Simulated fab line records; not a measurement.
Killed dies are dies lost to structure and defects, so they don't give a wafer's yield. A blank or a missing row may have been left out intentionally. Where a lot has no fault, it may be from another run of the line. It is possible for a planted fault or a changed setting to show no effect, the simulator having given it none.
A struck lot beside a sound one    flow n5 finfet    15 steps out of a route of 1938
Sound: these wafers, L808.3, L808.5, L808.6. Struck: wafer L818.5. (L818.2 of the same lot was not struck and is left out.) The cause comes at the end.
Each step with rows lists, per side, the tool, then ch with its chambers, then its first start. Under that, the readings that differ: sound wafers    struck wafers    difference of the means    sigmas: that difference in standard deviations of wafers without a fault.
alike: same words and numbers on both sides, and readings whose means sit less than 2 such deviations apart. not compared: any withheld reading, any reading some wafer has no value for, any bound like >300 that may hide the same value, and any number with overlapping values for which the record gives no deviation.
The two part at a step that has a row with sigmas, a row that says differs or no value, or rows on one side only. When numbers do not overlap yet have no deviation, they are printed without sigmas and do not part them. A reading missing from all wafers of one side parts the sides only when that side holds two or more wafers.

first, 5 steps without rows for these wafers: N5_BEOL_M10_EBR_24; N5_BEOL_M10_SOFTBAKE_23 (time 60 s); N5_BEOL_M10_EXPOSE_25 (exposes mask V9); N5_BEOL_M10_PEB_26 (peb time 60 s); N5_BEOL_M10_DEVELOP_27 (develop time 30 s).
N5_BEOL_M10_CD_MEAS_28: the cd target is 70 nm.
  sound on cd sem-01 ch 0, day 11 03:44; struck on cd sem-01 ch 0, day 13 20:33
  alike: cd nm
N5_BEOL_M10_OVL_MEAS_29:
  sound on overlay-02 ch 0, day 11 03:46; struck on overlay-01 ch 0, day 13 20:35
  alike: V9_OVL
N5_BEOL_M10_INSPECT_30: inspects for defects (brightfield).
  sound on defect inspect-02 at day 11 03:47; struck on defect inspect-01 at day 13 20:36
  alike: raw defect count
N5_BEOL_M10_DESCUM_33: chemistry O2, time 7.9 s.
  sound on rie diel-05 ch 0,1,2, day 11 04:14; struck on rie diel-05 ch 3, day 13 20:38
  alike: chamber pressure mTorr, drypump motor current A, oes product au, rf fwd power W, rf vpp V, showerhead plenum p Torr, throttle valve pct
  not compared: rf hours counter h
N5_BEOL_M10_ETCH_65: etches SiARC in CF4, target depth 39 nm, time 65 s.
  sound on rie diel-05 ch 0,1,2, day 11 04:16; struck on rie diel-05 ch 3, day 13 20:40
  alike: chamber pressure mTorr, drypump motor current A, etch rf on time s, oes product au, rf fwd power W, rf vpp V, showerhead plenum p Torr, throttle valve pct
  not compared: rf hours counter h
N5_BEOL_M10_ETCH_66: etches SOC in N2/H2, target depth 120 nm, overetch 24 nm, time 180 s.
  sound on rie diel-05 ch 0,1,2, day 11 04:19; struck on rie diel-05 ch 3, day 13 20:43
  alike: chamber pressure mTorr, drypump motor current A, oes product au, rf fwd power W, rf vpp V, showerhead plenum p Torr, throttle valve pct
  not compared: rf hours counter h
then, 1 step without rows for these wafers: N5_BEOL_M10_STRIP_69 (strips in N2/H2).
N5_BEOL_M10_VIA_ETCH_34: etches SiCOH lowk in C4F6/O2, target depth 184.5 nm, time 69.2 s.
  sound on rie diel-05 ch 0,1,2, day 11 04:26; struck on rie diel-05 ch 3, day 13 20:50
reading                                    sound              struck  difference  sigmas
model.etch.depth nm (nm)                   184.7 186.6 187.1  162     -24         
model.SOC_of_BEOL_M10_COAT_63.thk nm (nm)  91.8 91.6 91.8     93.2    +1.5        
  alike: chamber pressure mTorr, drypump motor current A, oes_f_703_au, oes product au, rf fwd power W, rf vpp V, showerhead plenum p Torr, throttle valve pct
  not compared: rf hours counter h
then, 2 steps without rows for these wafers: N5_BEOL_M10_STRIP_73 (strips in C4F6/O2); N5_PASSIVATION_PROBE_49.

## WHERE THEY PART
Nowhere in this record.

WHY: what had been put in by the simulator
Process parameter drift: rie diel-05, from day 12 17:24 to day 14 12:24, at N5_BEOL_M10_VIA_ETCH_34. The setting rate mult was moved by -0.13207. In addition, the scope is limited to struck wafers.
